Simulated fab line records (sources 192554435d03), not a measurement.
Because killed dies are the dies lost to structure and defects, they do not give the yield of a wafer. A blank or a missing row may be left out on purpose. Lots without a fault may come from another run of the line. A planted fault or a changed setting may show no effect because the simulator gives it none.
Lot-split experiment | flow n5 finfet | 21 wafers read from 7 lots, route of 1938 steps

ABOUT THE SPLIT
At N5_MOL_CONTACT_COAG_CVD_140 (deposits W, target thk 66.5 nm, time 215 s), the setting target thk a was moved away from the recipe's 665 angstrom on 7 of the 21 wafers read, by -10.2% to +5.7%. For the rest of the wafers, this setting stayed at what the recipe calls for.

The reading comes from the split's own step.

THE READING
W_of_MOL_CONTACT_COAG_CVD_140.thk nm (the simulator's own value, which no gauge read), in nm, at N5_MOL_CONTACT_COAG_CVD_140 (deposits W, target thk 66.5 nm, time 215 s). No usual value for it is given in the file. The 14 wafers here that ran the recipe average 66.7 nm, standard deviation 0.56 nm.

wafer  | tool, chamber at the split | target thk a as run, angstrom | against the recipe | W_of_MOL_CONTACT_COAG_CVD_140.thk nm, nm | against lot-mates on the recipe
L080.1 | cvd w-02, 1                | 665                           | recipe             | 66                                       | -
L080.4 | cvd w-02, 1                | 665                           | recipe             | 66.8                                     | -
L080.5 | cvd w-02, 0                | 665                           | recipe             | 66.4                                     | -
L083.3 | cvd w-02, 1,0              | 665                           | recipe             | 67.4                                     | -
L083.6 | cvd w-02, 1,0              | 665                           | recipe             | 67.4                                     | -
L083.4 | cvd w-02, 0                | 703                           | +5.7%              | 70.8                                     | +3.4
L087.2 | cvd w-02, 1                | 665                           | recipe             | 67.6                                     | -
L087.3 | cvd w-02, 1                | 665                           | recipe             | 67.4                                     | -
L087.5 | cvd w-02, 0                | 665                           | recipe             | 66.8                                     | -
L091.2 | cvd w-01, 1                | 693                           | +4.2%              | 70.2                                     | +3.8
L091.5 | cvd w-01, 1                | 665                           | recipe             | 66.6                                     | -
L091.6 | cvd w-01, 0                | 665                           | recipe             | 66.2                                     | -
L095.3 | cvd w-01, 0                | 665                           | recipe             | 66                                       | -
L095.4 | cvd w-01, 1                | 665                           | recipe             | 66.2                                     | -
L095.5 | cvd w-01, 0                | 665                           | recipe             | 66.4                                     | -
L096.1 | cvd w-01, 1                | 597                           | -10.2%             | 59.6                                     | no lot-mate on the recipe
L096.3 | cvd w-01, 0                | 597                           | -10.2%             | 59                                       | no lot-mate on the recipe
L096.6 | cvd w-01, 0                | 597                           | -10.2%             | 58.8                                     | no lot-mate on the recipe
L097.4 | cvd w-01, 1                | 695.9                         | +4.6%              | 70.2                                     | +4.2
L097.5 | cvd w-01, 1                | 665                           | recipe             | 66                                       | -
L097.6 | cvd w-01, 0                | 695.9                         | +4.6%              | 69.2                                     | +3.2
When a row names more than one chamber, that row covers several wafers, and the file does not tell which wafer ran in which chamber.

THE FIT
A straight line over all 21 wafers: W_of_MOL_CONTACT_COAG_CVD_140.thk nm changes by +0.73 nm for each +1% of target thk a; r = +0.99; the points scatter about the line by 0.55 nm.
The same after taking each lot's own level away (the mean of its wafers on the recipe; 18 wafers): +0.742 nm for each +1%; r = +0.97; scatter 0.4 nm.
According to that fit, moving target thk a by its largest amount changes the reading by 7.6 nm.
Measured against the standard deviation above, the lots' own levels, which go from 66.00 to 67.40 nm, span 2.5 times it.
The two slopes are in agreement: the lot-to-lot level therefore moves the slope only a little.
Check: with one of the wafers moved furthest among these (+5.7%) left out of the fit, the line predicts +4.73 nm for it against its lot-mates. Against them it came out at +3.4 nm.

ADDITIONAL SPLITS CARRIED BY THESE WAFERS
Other splits were also applied to these wafers ahead of the reading. Each is held against what the fit with the lots' levels taken away leaves over:
other split on the same wafers       | wafers away from the commonest value | r with W_of_MOL_CONTACT_COAG_CVD_140.thk nm (lot level and that fit taken away)
N5_ILD0_PRECLEAN_10 time s           | 8                                    | -0.01
N5_SDB_HM_DEP_00 time s              | 9                                    | +0.16
N5_HKMG_FIN_DESCUM_53 time s         | 8                                    | -0.09
N5_HKMG_FIN_ETCH_55 time s           | 7                                    | +0.06
N5_MOL_CONTACT_COAG_COAT_58 spin rpm | 4                                    | +0.46
N5_MOL_CONTACT_COAG_COAT_63 spin rpm | 10                                   | -0.24
N5_MOL_CONTACT_COAG_COAT_64 temp c   | 5                                    | -0.11

FILE'S OWN FIT
W_of_MOL_CONTACT_COAG_CVD_140.thk nm changes by +0.731 nm for each +1% of target thk a, r = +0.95.
